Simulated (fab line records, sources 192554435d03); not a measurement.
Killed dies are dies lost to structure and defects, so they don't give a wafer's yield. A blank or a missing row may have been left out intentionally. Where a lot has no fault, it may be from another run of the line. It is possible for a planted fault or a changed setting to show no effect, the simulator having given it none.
fab line records :: flow n5_finfet :: part 2 of 2: steps 16 to 16 of 16
[record]
  lots = 7
  wafers = 21
  last_day = 17
route steps=1938 shown HKMG_FIN@427 BEOL_M4@1111 PASSIVATION@1936
lots untouched by any fault: they come from a run of this same line in which no faults occurred
start_h: hours from the record's opening day to when the first of the lot's shown wafers began :: wait_h: time in hours since the lot's previous step :: " identical to the entry in the row above :: L1.1+2: a single row standing in for several wafers :: - either no value or no given start :: * or withheld: withheld :: < > ~ a bound
route shown NAME@n: a module of which the file shows steps, and the number in the route of the first :: usual: mean/standard deviation taken from wafers without a fault :: same: alike in all rows :: chamber/n: place in a boat :: sites: each site's reading :: _std_site: the values' standard deviation :: _edge_site: the outer-site mean with the inner-site mean subtracted :: radius_mm: for every site, how far away it sits from the centre of the wafer :: mask NAME#n: copy n :: behind: tool/chamber where the wafer was last shaped :: hold: cause of the lot's hold/its duration in hours/its outcome :: device: names the non-switching transistor (n, p or np) :: end of line: the route-end tests of the same wafers :: where a step has no rows: the recipe by itself :: killed: not the wafer's yield, but the dies lost to structure and defects at the first sort :: map: shows each die of a wafer: x if killed, . if not, _ if none is there
set.NAME: the setting that was run; set.NAME@STEP: the one run at that earlier step :: model.NAME: the simulator's own value behind a step, which no gauge read
lots seen at some steps along the route; tables by step, rows by wafer
services: from which hour (start_h, from the record's first day; less than 0 if before it) a tool's chamber was out of use, for how many hours, and why
[[steps]]
[step N5_PASSIVATION_PROBE_49]
[usual]
  defect_limited_yield = 91.3/1.5
  killed_at_M0_to_M3 = 35/10
  killed_at_M4_up = 12/4.6
  killed_at_contacts = 13/6.6
  killed_at_front_end = 39/11
  killed_at_other = 4/3.4
  killed_dies = 103/17
  killed_open = 67/13
  killed_short = 35/8.2
  sort_bin_5_function = 5.1/0.94
  sort_bin_6_memory = 3.2/0.7
  sort_n_pass = 1077/17
  sort_yield_pct = 91.3/1.5
[same]
  gross_dies = 1180
  killed_at_back_side = 0
  sort_bin_4_leakage[%] = 0
  sort_bin_8_speed[%] = 0
lot.wafer: L271.1
tool: prober-01
chamber: -
start_h: 283.78
wait_h: 0.2
defect_limited_yield[%]: 91.4
killed_at_M0_to_M3: 34
killed_at_M4_up: 17
killed_at_contacts: 11
killed_at_front_end: 37
killed_at_other: 2
killed_dies: 101
killed_open: 76
killed_short: 24
sort_bin_5_function[%]: 5.5
sort_bin_6_memory[%]: 2.7
sort_n_pass: 1079
sort_yield_pct[%]: 91.4

lot.wafer: L271.4
tool: prober-01
chamber: -
start_h: 283.93
wait_h: 0.3
defect_limited_yield[%]: 90.8
killed_at_M0_to_M3: 48
killed_at_M4_up: 17
killed_at_contacts: 6
killed_at_front_end: 36
killed_at_other: 2
killed_dies: 109
killed_open: 73
killed_short: 35
sort_bin_5_function[%]: 4.4
sort_bin_6_memory[%]: 4.6
sort_n_pass: 1071
sort_yield_pct[%]: 90.8

lot.wafer: L271.6
tool: prober-01
chamber: -
start_h: 284.03
wait_h: 0.4
defect_limited_yield[%]: 91.0
killed_at_M0_to_M3: 32
killed_at_M4_up: 14
killed_at_contacts: 15
killed_at_front_end: 42
killed_at_other: 3
killed_dies: 106
killed_open: 81
killed_short: 25
sort_bin_5_function[%]: 5.4
sort_bin_6_memory[%]: 3.1
sort_n_pass: 1074
sort_yield_pct[%]: 91.0

lot.wafer: L277.2
tool: prober-02
chamber: -
start_h: 306.87
wait_h: 0.1
defect_limited_yield[%]: 88.7
killed_at_M0_to_M3: 31
killed_at_M4_up: 28
killed_at_contacts: 12
killed_at_front_end: 59
killed_at_other: 3
killed_dies: 133
killed_open: 86
killed_short: 44
sort_bin_5_function[%]: 7.0
sort_bin_6_memory[%]: 4.1
sort_n_pass: 1047
sort_yield_pct[%]: 88.7

lot.wafer: L277.3
tool: prober-02
chamber: -
start_h: 306.92
wait_h: 0.1
defect_limited_yield[%]: 90.7
killed_at_M0_to_M3: 34
killed_at_M4_up: 17
killed_at_contacts: 13
killed_at_front_end: 44
killed_at_other: 2
killed_dies: 110
killed_open: 78
killed_short: 30
sort_bin_5_function[%]: 6.2
sort_bin_6_memory[%]: 2.9
sort_n_pass: 1070
sort_yield_pct[%]: 90.7

lot.wafer: L277.4
tool: prober-02
chamber: -
start_h: 306.97
wait_h: 0.2
defect_limited_yield[%]: 90.9
killed_at_M0_to_M3: 30
killed_at_M4_up: 17
killed_at_contacts: 24
killed_at_front_end: 34
killed_at_other: 2
killed_dies: 107
killed_open: 78
killed_short: 28
sort_bin_5_function[%]: 5.4
sort_bin_6_memory[%]: 3.3
sort_n_pass: 1073
sort_yield_pct[%]: 90.9

lot.wafer: L278.3
tool: prober-01
chamber: -
start_h: 326.49
wait_h: 0.1
defect_limited_yield[%]: 90.9
killed_at_M0_to_M3: 43
killed_at_M4_up: 13
killed_at_contacts: 7
killed_at_front_end: 39
killed_at_other: 5
killed_dies: 107
killed_open: 87
killed_short: 20
sort_bin_5_function[%]: 5.4
sort_bin_6_memory[%]: 3.4
sort_n_pass: 1073
sort_yield_pct[%]: 90.9

lot.wafer: L278.5
tool: prober-01
chamber: -
start_h: 326.59
wait_h: 0.2
defect_limited_yield[%]: 90.1
killed_at_M0_to_M3: 37
killed_at_M4_up: 11
killed_at_contacts: 25
killed_at_front_end: 40
killed_at_other: 4
killed_dies: 117
killed_open: 73
killed_short: 43
sort_bin_5_function[%]: 4.6
sort_bin_6_memory[%]: 4.9
sort_n_pass: 1063
sort_yield_pct[%]: 90.1

lot.wafer: L278.6
tool: prober-01
chamber: -
start_h: 326.64
wait_h: 0.3
defect_limited_yield[%]: 88.9
killed_at_M0_to_M3: 56
killed_at_M4_up: 11
killed_at_contacts: 16
killed_at_front_end: 47
killed_at_other: 1
killed_dies: 131
killed_open: 88
killed_short: 41
sort_bin_5_function[%]: 6.8
sort_bin_6_memory[%]: 3.8
sort_n_pass: 1049
sort_yield_pct[%]: 88.9

lot.wafer: L281.1
tool: prober-01
chamber: -
start_h: 342.96
wait_h: 0.0
defect_limited_yield[%]: 92.0
killed_at_M0_to_M3: 26
killed_at_M4_up: 16
killed_at_contacts: 3
killed_at_front_end: 42
killed_at_other: 7
killed_dies: 94
killed_open: 60
killed_short: 34
sort_bin_5_function[%]: 4.8
sort_bin_6_memory[%]: 3.0
sort_n_pass: 1086
sort_yield_pct[%]: 92.0

lot.wafer: L281.3
tool: prober-01
chamber: -
start_h: 343.06
wait_h: 0.1
defect_limited_yield[%]: 91.9
killed_at_M0_to_M3: 31
killed_at_M4_up: 8
killed_at_contacts: 10
killed_at_front_end: 42
killed_at_other: 5
killed_dies: 96
killed_open: 54
killed_short: 41
sort_bin_5_function[%]: 5.0
sort_bin_6_memory[%]: 2.5
sort_n_pass: 1084
sort_yield_pct[%]: 91.9

lot.wafer: L281.6
tool: prober-01
chamber: -
start_h: 343.21
wait_h: 0.3
defect_limited_yield[%]: 93.4
killed_at_M0_to_M3: 35
killed_at_M4_up: 4
killed_at_contacts: 8
killed_at_front_end: 25
killed_at_other: 6
killed_dies: 78
killed_open: 51
killed_short: 26
sort_bin_5_function[%]: 3.3
sort_bin_6_memory[%]: 3.1
sort_n_pass: 1102
sort_yield_pct[%]: 93.4

lot.wafer: L279.1
tool: prober-02
chamber: -
start_h: 345.56
wait_h: 0.0
defect_limited_yield[%]: 93.6
killed_at_M0_to_M3: 35
killed_at_M4_up: 7
killed_at_contacts: 5
killed_at_front_end: 26
killed_at_other: 2
killed_dies: 75
killed_open: 31
killed_short: 39
sort_bin_5_function[%]: 3.6
sort_bin_6_memory[%]: 2.1
sort_n_pass: 1105
sort_yield_pct[%]: 93.6

lot.wafer: L279.2
tool: prober-02
chamber: -
start_h: 345.61
wait_h: 0.1
defect_limited_yield[%]: 94.1
killed_at_M0_to_M3: 28
killed_at_M4_up: 9
killed_at_contacts: 5
killed_at_front_end: 26
killed_at_other: 2
killed_dies: 70
killed_open: 39
killed_short: 30
sort_bin_5_function[%]: 3.5
sort_bin_6_memory[%]: 2.2
sort_n_pass: 1110
sort_yield_pct[%]: 94.1

lot.wafer: L279.6
tool: prober-02
chamber: -
start_h: 345.81
wait_h: 0.3
defect_limited_yield[%]: 92.2
killed_at_M0_to_M3: 28
killed_at_M4_up: 8
killed_at_contacts: 21
killed_at_front_end: 33
killed_at_other: 2
killed_dies: 92
killed_open: 64
killed_short: 27
sort_bin_5_function[%]: 4.2
sort_bin_6_memory[%]: 3.2
sort_n_pass: 1088
sort_yield_pct[%]: 92.2

lot.wafer: L285.1
tool: prober-01
chamber: -
start_h: 376.85
wait_h: 0.0
defect_limited_yield[%]: 89.8
killed_at_M0_to_M3: 21
killed_at_M4_up: 15
killed_at_contacts: 28
killed_at_front_end: 47
killed_at_other: 9
killed_dies: 120
killed_open: 81
killed_short: 39
sort_bin_5_function[%]: 6.1
sort_bin_6_memory[%]: 3.7
sort_n_pass: 1060
sort_yield_pct[%]: 89.8

lot.wafer: L285.2
tool: prober-01
chamber: -
start_h: 376.90
wait_h: 0.1
defect_limited_yield[%]: 91.4
killed_at_M0_to_M3: 25
killed_at_M4_up: 12
killed_at_contacts: 22
killed_at_front_end: 30
killed_at_other: 12
killed_dies: 101
killed_open: 73
killed_short: 27
sort_bin_5_function[%]: 4.8
sort_bin_6_memory[%]: 3.6
sort_n_pass: 1079
sort_yield_pct[%]: 91.4

lot.wafer: L285.6
tool: prober-01
chamber: -
start_h: 377.10
wait_h: 0.3
defect_limited_yield[%]: 89.0
killed_at_M0_to_M3: 43
killed_at_M4_up: 11
killed_at_contacts: 24
killed_at_front_end: 44
killed_at_other: 8
killed_dies: 130
killed_open: 81
killed_short: 48
sort_bin_5_function[%]: 6.2
sort_bin_6_memory[%]: 4.5
sort_n_pass: 1050
sort_yield_pct[%]: 89.0

lot.wafer: L291.3
tool: prober-02
chamber: -
start_h: 404.47
wait_h: 0.1
defect_limited_yield[%]: 91.4
killed_at_M0_to_M3: 30
killed_at_M4_up: 11
killed_at_contacts: 17
killed_at_front_end: 40
killed_at_other: 4
killed_dies: 102
killed_open: 60
killed_short: 38
sort_bin_5_function[%]: 5.2
sort_bin_6_memory[%]: 2.9
sort_n_pass: 1078
sort_yield_pct[%]: 91.4

lot.wafer: L291.4
tool: prober-02
chamber: -
start_h: 404.52
wait_h: 0.2
defect_limited_yield[%]: 92.0
killed_at_M0_to_M3: 34
killed_at_M4_up: 10
killed_at_contacts: 14
killed_at_front_end: 32
killed_at_other: 4
killed_dies: 94
killed_open: 61
killed_short: 32
sort_bin_5_function[%]: 4.4
sort_bin_6_memory[%]: 3.1
sort_n_pass: 1086
sort_yield_pct[%]: 92.0

lot.wafer: L291.6
tool: prober-02
chamber: -
start_h: 404.62
wait_h: 0.3
defect_limited_yield[%]: 90.2
killed_at_M0_to_M3: 43
killed_at_M4_up: 10
killed_at_contacts: 15
killed_at_front_end: 28
killed_at_other: 20
killed_dies: 116
killed_open: 73
killed_short: 41
sort_bin_5_function[%]: 5.1
sort_bin_6_memory[%]: 4.2
sort_n_pass: 1064
sort_yield_pct[%]: 90.2
// killed by level:class
L271.1 STI_FIN_REVEAL:geometric_particle:open=12 BEOL_M3:geometric_particle:open=11 MOL_CONTACT_COAG:geometric_particle:open=10 BEOL_M4:geometric_particle:open=7 BEOL_M2:geometric_particle:open=6 STI_FIN_REVEAL:geometric_particle:short=5 ILD0:geometric_particle:open=5 BEOL_M0_SAQP:geometric_particle:short=5
L271.4 BEOL_M3:geometric_particle:open=14 BEOL_M0_SAQP:geometric_particle:open=12 FIN_SAQP:geometric_particle:open=7 STI_FIN_REVEAL:geometric_particle:open=6 BEOL_M0_SAQP:geometric_particle:short=6 BEOL_M5:geometric_particle:open=6 FIN_SAQP:geometric_particle:short=5 MOL_CONTACT_COAG:geometric_particle:open=5
L271.6 STI_FIN_REVEAL:geometric_particle:open=16 MOL_CONTACT_COAG:geometric_particle:open=11 FIN_SAQP:geometric_particle:open=9 BEOL_M0_SAQP:geometric_particle:open=7 BEOL_M3:geometric_particle:open=7 BEOL_M4:geometric_particle:open=7 FIN_SAQP:geometric_particle:short=6 BEOL_M0_SAQP:geometric_particle:short=5
L277.2 FIN_SAQP:geometric_particle:open=26 FIN_SAQP:geometric_particle:short=12 BEOL_M4:geometric_particle:open=11 MOL_CONTACT_COAG:geometric_particle:open=8 BEOL_M3:geometric_particle:open=8 BEOL_M1:geometric_particle:open=7 BEOL_M0_SAQP:geometric_particle:short=7 STI_FIN_REVEAL:geometric_particle:open=5
L277.3 FIN_SAQP:geometric_particle:open=19 MOL_CONTACT_COAG:geometric_particle:open=13 BEOL_M4:geometric_particle:open=11 BEOL_M1:geometric_particle:open=9 FIN_SAQP:geometric_particle:short=5 BEOL_M0:geometric_particle:short=5 BEOL_M3:geometric_particle:open=5 BEOL_M0:geometric_particle:open=5
L277.4 MOL_CONTACT_COAG:geometric_particle:open=19 BEOL_M4:geometric_particle:open=14 FIN_SAQP:geometric_particle:open=10 BEOL_M0_SAQP:geometric_particle:open=9 BEOL_M3:geometric_particle:open=9 FIN_SAQP:geometric_particle:short=8 MOL_CONTACT_COAG:geometric_particle:short=5 STARTING-WAFER:geometric_particle:open=5
L278.3 FIN_SAQP:geometric_particle:open=11 BEOL_M0_SAQP:geometric_particle:open=10 BEOL_M1:geometric_particle:open=10 FIN_SAQP:geometric_particle:short=8 BEOL_M3:geometric_particle:open=8 MOL_CONTACT_COAG:geometric_particle:open=7 GATE_CUT:geometric_particle:open=6 BEOL_M2:geometric_particle:open=6
L278.5 MOL_CONTACT_COAG:geometric_particle:open=18 BEOL_M0_SAQP:geometric_particle:short=12 STI_FIN_REVEAL:geometric_particle:open=7 DUMMY_GATE:geometric_particle:open=7 MOL_CONTACT_COAG:geometric_particle:short=7 FIN_SAQP:geometric_particle:short=6 BEOL_M0:geometric_particle:open=5 BEOL_M0_SAQP:geometric_particle:open=4
L278.6 MOL_CONTACT_COAG:geometric_particle:open=12 BEOL_M3:geometric_particle:open=11 BEOL_M2:geometric_particle:open=9 BEOL_M1:geometric_particle:open=8 STI_FIN_REVEAL:geometric_particle:open=7 DUMMY_GATE:geometric_particle:open=6 FIN_SAQP:geometric_particle:short=5 GATE_CUT:geometric_particle:short=5
L281.1 FIN_SAQP:geometric_particle:short=12 FIN_SAQP:geometric_particle:open=9 BEOL_M0:geometric_particle:open=6 BEOL_M2:geometric_particle:open=6 DUMMY_GATE:geometric_particle:open=5 BEOL_M1:geometric_particle:open=5 STARTING-WAFER:geometric_particle:open=3 STI_FIN_REVEAL:geometric_particle:open=3
L281.3 FIN_SAQP:geometric_particle:short=11 BEOL_M2:geometric_particle:open=9 FIN_SAQP:geometric_particle:open=8 MOL_CONTACT_COAG:geometric_particle:open=7 BEOL_M3:geometric_particle:open=6 STARTING-WAFER:geometric_particle:open=6 STI_FIN_REVEAL:geometric_particle:open=5 BEOL_M2:geometric_particle:short=5
L281.6 BEOL_M2:geometric_particle:open=15 FIN_SAQP:geometric_particle:short=7 MOL_CONTACT_COAG:geometric_particle:open=6 DUMMY_GATE:geometric_particle:open=4 BEOL_M0_SAQP:geometric_particle:open=4 BEOL_M0:geometric_particle:open=4 STI_FIN_REVEAL:geometric_particle:open=3 BEOL_M1:geometric_particle:short=3
L279.1 BEOL_M0_SAQP:geometric_particle:short=16 GATE_CUT:geometric_particle:short=11 BEOL_M3:geometric_particle:open=6 BEOL_M0_SAQP:geometric_particle:open=5 HKMG_FIN:area_etch=4 STI_FIN_REVEAL:geometric_particle:open=3 GATE_CUT:geometric_particle:open=3 MOL_CONTACT_COAG:geometric_particle:open=3
L279.2 BEOL_M0_SAQP:geometric_particle:short=14 FIN_SAQP:geometric_particle:open=5 BEOL_M0_SAQP:geometric_particle:open=5 BEOL_M3:geometric_particle:open=5 STI_FIN_REVEAL:geometric_particle:open=4 FIN_SAQP:geometric_particle:short=3 ILD0:geometric_particle:short=3 MOL_CONTACT_COAG:geometric_particle:open=3
L279.6 MOL_CONTACT_COAG:geometric_particle:open=18 FIN_SAQP:geometric_particle:open=7 BEOL_M0_SAQP:geometric_particle:open=7 BEOL_M1:geometric_particle:open=7 BEOL_M3:geometric_particle:open=6 BEOL_M0_SAQP:geometric_particle:short=5 FIN_SAQP:geometric_particle:short=4 STI_FIN_REVEAL:geometric_particle:open=4
L285.1 MOL_CONTACT_COAG:geometric_particle:open=25 FIN_SAQP:geometric_particle:short=11 STI_FIN_REVEAL:geometric_particle:open=7 GATE_CUT:geometric_particle:short=7 FIN_SAQP:geometric_particle:open=6 DUMMY_GATE:geometric_particle:short=4 BEOL_M2:geometric_particle:open=4 BEOL_M0_SAQP:geometric_particle:open=4
L285.2 MOL_CONTACT_COAG:geometric_particle:open=19 FIN_SAQP:geometric_particle:short=7 FIN_SAQP:geometric_particle:open=6 BEOL_M0_SAQP:geometric_particle:open=6 BEOL_M1:geometric_particle:open=6 MIM_TOP_ETCH:geometric_particle:open=5 STI_FIN_REVEAL:geometric_particle:open=4 MIM_TOP_ETCH:geometric_particle:short=4
L285.6 MOL_CONTACT_COAG:geometric_particle:open=21 FIN_SAQP:geometric_particle:short=16 BEOL_M1:geometric_particle:open=13 BEOL_M0_SAQP:geometric_particle:open=8 GATE_CUT:geometric_particle:short=7 BEOL_M0_SAQP:geometric_particle:short=7 ILD0:geometric_particle:short=5 ILD0:geometric_particle:open=5
L291.3 FIN_SAQP:geometric_particle:open=14 MOL_CONTACT_COAG:geometric_particle:open=14 BEOL_M0_SAQP:geometric_particle:short=9 BEOL_M3:geometric_particle:open=7 GATE_CUT:geometric_particle:short=6 FIN_SAQP:geometric_particle:short=5 BEOL_M4:geometric_particle:open=5 HKMG_FIN:area_etch=4
L291.4 FIN_SAQP:geometric_particle:open=13 MOL_CONTACT_COAG:geometric_particle:open=12 FIN_SAQP:geometric_particle:short=8 BEOL_M1:geometric_particle:open=8 BEOL_M0_SAQP:geometric_particle:open=7 BEOL_M2:geometric_particle:open=5 BEOL_M0_SAQP:geometric_particle:short=4 GATE_CUT:geometric_particle:short=3
L291.6 BEOL_M2:geometric_particle:open=15 MOL_CONTACT_COAG:geometric_particle:open=11 BEOL_M1:geometric_particle:open=8 STI_FIN_REVEAL:geometric_particle:open=6 BEOL_M0_SAQP:geometric_particle:short=6 MIM_TOP_ETCH:geometric_particle:short=6 MIM_TOP_ETCH:geometric_particle:open=6 FIN_SAQP:geometric_particle:short=5
[[services]]
tool: rie_diel-05
chamber: 3
start_h: 70.68
hours: 31.9
kind: repair

tool: rie_diel-06
chamber: 3
start_h: 149.23
hours: -
kind: clean

tool: rie_diel-06
chamber: 3
start_h: 149.23
hours: -
kind: consumable_replace:focus_ring

tool: rie_diel-06
chamber: 3
start_h: 149.23
hours: -
kind: consumable_replace:showerhead

tool: rie_diel-06
chamber: 3
start_h: 149.23
hours: 23.9
kind: scheduled_down

tool: rie_diel-06
chamber: 3
start_h: 149.23
hours: 23.9
kind: vent_cycle

tool: rie_diel-04
chamber: -
start_h: 164.74
hours: 4.3
kind: pm

tool: rie_diel-04
chamber: -
start_h: 212.56
hours: 0.5
kind: repair

tool: rie_diel-05
chamber: 0
start_h: 213.29
hours: 4.7
kind: repair
